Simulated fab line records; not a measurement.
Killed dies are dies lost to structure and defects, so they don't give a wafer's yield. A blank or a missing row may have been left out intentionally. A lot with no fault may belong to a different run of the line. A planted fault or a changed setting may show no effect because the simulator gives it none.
Matching of chambers / flow nand harc / 3 sister chambers for NHARC_A_STAIRCASE_DEP_151 on pecvd-01
The step deposits SiO2, target thk 7200 nm. 6 wafers are shown with their chamber, then 8 later ones without.

WAFERS, EACH WITH ITS CHAMBER
wafer=L091.3; chamber=1; heater power w (W)=720
wafer=L091.6; chamber=2; heater power w (W)=522
wafer=L094.4; chamber=1; heater power w (W)=611
wafer=L094.5; chamber=0; heater power w (W)=788
wafer=L094.6; chamber=2; heater power w (W)=527
wafer=L096.1; chamber=0; heater power w (W)=855

WAFERS WITHOUT THEIR CHAMBER
wafer=L096.2; heater power w (W)=629
wafer=L096.3; heater power w (W)=738
wafer=L095.1; heater power w (W)=603
wafer=L095.2; heater power w (W)=920
wafer=L095.5; heater power w (W)=773
wafer=L097.2; heater power w (W)=597
wafer=L097.3; heater power w (W)=818
wafer=L097.5; heater power w (W)=540

WHICH CHAMBER EACH WENT THROUGH
wafer=L096.2; from the rows above=can't be placed: 1 or 2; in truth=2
wafer=L096.3; from the rows above=can't be placed: 1 or 0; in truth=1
wafer=L095.1; from the rows above=can't be placed: 1 or 2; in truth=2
wafer=L095.2; from the rows above=0; in truth=0
wafer=L095.5; from the rows above=can't be placed: 0 or 1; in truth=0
wafer=L097.2; from the rows above=can't be placed: 1 or 2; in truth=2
wafer=L097.3; from the rows above=0; in truth=0
wafer=L097.5; from the rows above=2; in truth=2
Correct placement for 3 of the 8. Not placeable from these rows: 5 (in 5, the candidates include the true chamber). 0 placed wrongly.
How it was worked out, from the rows above alone: a wafer's distance from a chamber is the root of the sum, over the readings, of the square of ((its reading less the chamber's mean) divided by the reading's scatter). The wafer belongs to the nearest chamber; if the next one is less than 2 further off, it can't be placed. The mean given for a chamber averages the wafers shown for that chamber. How the scatter is found: for the shown wafers, subtract from each reading the mean of its chamber, square and add these, divide the total by (wafers less chambers), then take the root.
